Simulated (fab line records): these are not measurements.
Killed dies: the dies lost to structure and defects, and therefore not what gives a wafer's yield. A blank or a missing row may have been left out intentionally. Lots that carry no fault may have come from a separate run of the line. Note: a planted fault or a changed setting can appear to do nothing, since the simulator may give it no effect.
2 desks, one fault + flow nand_harc + each desk holds nothing but its own numbers, with what lay behind them at the end

AT THE METROLOGY DESK
What the gauges read, lot by lot, whatever tool the lot ran on: means of the sampled wafers that have a number. If a lot's mean is further than 4 standard deviations from the usual mean, the lot is out of limits and carries the mark OUT (the distance appears in the brackets).
Columns: A = thk_nm at NHARC_THIN_TSV_THK_MEAS_02, usual 2996 nm
| lot  | first seen here | A    |
|------|-----------------|------|
| L461 | day 23 13:25    | 2649 |
| L464 | day 24 06:40    | 3001 |
| L463 | day 24 09:04    | 2968 |
| L465 | day 24 21:26    | 3133 |
| L467 | day 26 05:18    | 2918 |
| L470 | day 27 11:12    | 3241 |
| L471 | day 28 00:10    | 3065 |
| L478 | day 29 23:23    | 3164 |
| L479 | day 31 15:40    | 3027 |
| L480 | day 32 02:04    | 3161 |
| L482 | day 32 12:09    | 2575 |
| L484 | day 33 10:15    | 2941 |
| L483 | day 34 02:32    | 2972 |
Finding of this desk: none of the 13 lots has anything out of limits.

FOR THE TOOL OWNER'S DESK: cvd_w-02
The tool's own readings at NHARC_A_WL_FILL_CVD_20 (deposits W, target thk 100 nm, time 74 s): means of the sampled wafers that have a number, for each lot that ran on this tool. If a lot's mean is further than 4 standard deviations from the usual mean, the lot is out of limits and carries the mark OUT (the distance appears in the brackets).
Columns: A = heater_power_w at NHARC_A_WL_FILL_CVD_20, usual 833 W; B = throttle_valve_pct at NHARC_A_WL_FILL_CVD_20, usual 7.88 %
| lot  | first seen here | A   | B    |
|------|-----------------|-----|------|
| L463 | day 21 15:27    | 904 | 7.76 |
| L464 | day 21 18:41    | 894 | 7.82 |
| L470 | day 24 23:25    | 874 | 8.03 |
| L471 | day 25 15:38    | 936 | 7.80 |
| L479 | day 28 12:49    | 886 | 7.90 |
| L480 | day 29 00:29    | 890 | 7.98 |
| L482 | day 29 19:00    | 901 | 7.94 |
| L484 | day 30 19:19    | 876 | 7.79 |
| L483 | day 31 07:28    | 902 | 7.92 |
Finding of this desk: none of the 9 lots has anything out of limits.

TAKEN TOGETHER
Nothing out of limits was seen by the metrology desk.
The tool owner's desk saw nothing out of limits.

WHAT HAD BEEN PUT IN BY THE SIMULATOR
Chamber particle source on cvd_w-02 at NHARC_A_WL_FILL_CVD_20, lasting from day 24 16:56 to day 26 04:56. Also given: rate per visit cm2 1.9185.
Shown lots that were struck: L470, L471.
